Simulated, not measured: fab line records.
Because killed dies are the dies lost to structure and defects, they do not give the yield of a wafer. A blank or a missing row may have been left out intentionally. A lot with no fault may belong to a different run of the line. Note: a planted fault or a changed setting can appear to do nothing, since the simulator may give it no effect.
Chamber matching :: flow n5 finfet :: cvd co-02 running N5_BEOL_M3_CO_CAP_55: 3 sister chambers
The step material Co, precursor CCTBA/H2, target thk 2 nm, time 102.1 s. 3 wafers are shown with their chamber, then 12 later ones without.

== WAFERS WITH THEIR CHAMBER ==
wafer: L083.1
chamber: 0
heater power w (W): 247

wafer: L083.2
chamber: 1
heater power w (W): 215

wafer: L083.3
chamber: 2
heater power w (W): 202

== WAFERS WITHOUT THEIR CHAMBER ==
wafer: L089.2
heater power w (W): 205

wafer: L089.3
heater power w (W): 211

wafer: L089.5
heater power w (W): 239

wafer: L092.1
heater power w (W): 243

wafer: L092.2
heater power w (W): 204

wafer: L092.5
heater power w (W): 247

wafer: L095.1
heater power w (W): 215

wafer: L095.4
heater power w (W): 236

wafer: L095.5
heater power w (W): 208

wafer: L097.1
heater power w (W): 218

wafer: L097.3
heater power w (W): 208

wafer: L097.5
heater power w (W): 202

== EACH ONE'S CHAMBER ==
wafer: L089.2
from the rows above: can't be placed: 2 or 1
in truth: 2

wafer: L089.3
from the rows above: can't be placed: 1 or 2
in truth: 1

wafer: L089.5
from the rows above: 0
in truth: 0

wafer: L092.1
from the rows above: 0
in truth: 0

wafer: L092.2
from the rows above: can't be placed: 2 or 1
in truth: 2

wafer: L092.5
from the rows above: 0
in truth: 0

wafer: L095.1
from the rows above: 1
in truth: 1

wafer: L095.4
from the rows above: can't be placed: 0 or 1
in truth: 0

wafer: L095.5
from the rows above: can't be placed: 2 or 1
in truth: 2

wafer: L097.1
from the rows above: 1
in truth: 1

wafer: L097.3
from the rows above: can't be placed: 2 or 1
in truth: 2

wafer: L097.5
from the rows above: 2
in truth: 2
Correct placement for 6 of the 12. These rows do not allow placing 6 (true chamber among the candidates in 6). Wrongly placed: 0.
How it was worked out, from the rows above alone: a wafer's distance from a chamber is the root of the sum, over the readings, of the square of ((its reading less the chamber's mean) divided by the reading's scatter). The wafer belongs to the nearest chamber; if the next one is less than 2 further off, it can't be placed. The mean given for a chamber averages the wafers shown for that chamber. The scatter: with one shown wafer a chamber, the root of the mean of the squares of how far each hidden wafer lies from its nearest shown one.
